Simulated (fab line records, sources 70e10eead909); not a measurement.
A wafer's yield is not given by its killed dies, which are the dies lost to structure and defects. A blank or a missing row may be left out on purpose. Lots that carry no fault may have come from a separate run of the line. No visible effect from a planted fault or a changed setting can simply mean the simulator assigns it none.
Matching of chambers	flow nand harc	4 sister chambers for NHARC_A_BLC_ALD_23 on ald metal-03
The step deposits TiN, target thk 3 nm, pulse time 1 s, ald cycles 150. 18 wafers are shown with their chamber, then 9 later ones without.

## WAFERS PAIRED WITH THEIR CHAMBERS
wafer	chamber	heater power w (W)	heater power outer w (W)	precursor pulse height rel
L076.2	0	1147	746	1.019
L076.4	1	1273	796	0.990
L076.5	0	1172	746	1.023
L077.1	0	1175	730	1.023
L077.5	3	908	572	0.967
L077.6	0	1184	746	1.026
L082.2	3	896	554	1.017
L082.3	1	1188	751	0.997
L082.6	0	1170	699	0.980
L085.3	1	1194	732	0.981
L085.4	0	1139	721	1.033
L085.6	0	1137	730	0.966
L079.1	2	934	654	1.026
L079.3	0	1185	723	0.997
L079.5	0	1151	718	0.992
L088.3	3	914	563	1.041
L088.4	0	1173	713	1.024
L088.5	1	1221	722	1.011

SIGNATURES, as means of the wafers listed above
reading	chamber 0	chamber 1	chamber 2	chamber 3	scatter within a chamber
heater power w	1163.30	1219.00	934.00	906.00	23.3
heater power outer w	727.20	750.25	654.00	563.00	20
precursor pulse height rel	1.00830	0.99475	1.02600	1.00833	0.024
Rule: distance of a wafer from a chamber = root of the sum over the readings of ((wafer's reading minus chamber's mean) / reading's scatter) squared. The wafer belongs to the nearest chamber; if the next one is less than 2 further off, it can't be placed. How the scatter is found: for the shown wafers, subtract from each reading the mean of its chamber, square and add these, divide the total by (wafers less chambers), then take the root.

## WAFERS WHOSE CHAMBER IS MISSING
wafer	heater power w (W)	heater power outer w (W)	precursor pulse height rel
L089.4	1178	713	1.018
L089.5	967	649	0.958
L089.6	907	573	1.001
L092.1	1228	736	0.964
L092.5	1200	717	0.993
L092.6	1209	751	0.957
L093.1	1209	764	0.998
L093.2	1151	736	0.985
L093.5	1183	729	0.991

## EACH ONE'S CHAMBER
wafer	from the rows above	in truth
L089.4	can't be placed: 0 or 1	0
L089.5	2	2
L089.6	3	3
L092.1	can't be placed: 1 or 0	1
L092.5	can't be placed: 0 or 1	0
L092.6	can't be placed: 1 or 0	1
L093.1	can't be placed: 1 or 0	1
L093.2	can't be placed: 0 or 1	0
L093.5	can't be placed: 0 or 1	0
Correct placement for 2 of the 9. Can't be placed from these rows: 7 (the true chamber is among the candidates in 7). Number placed wrongly: 0.
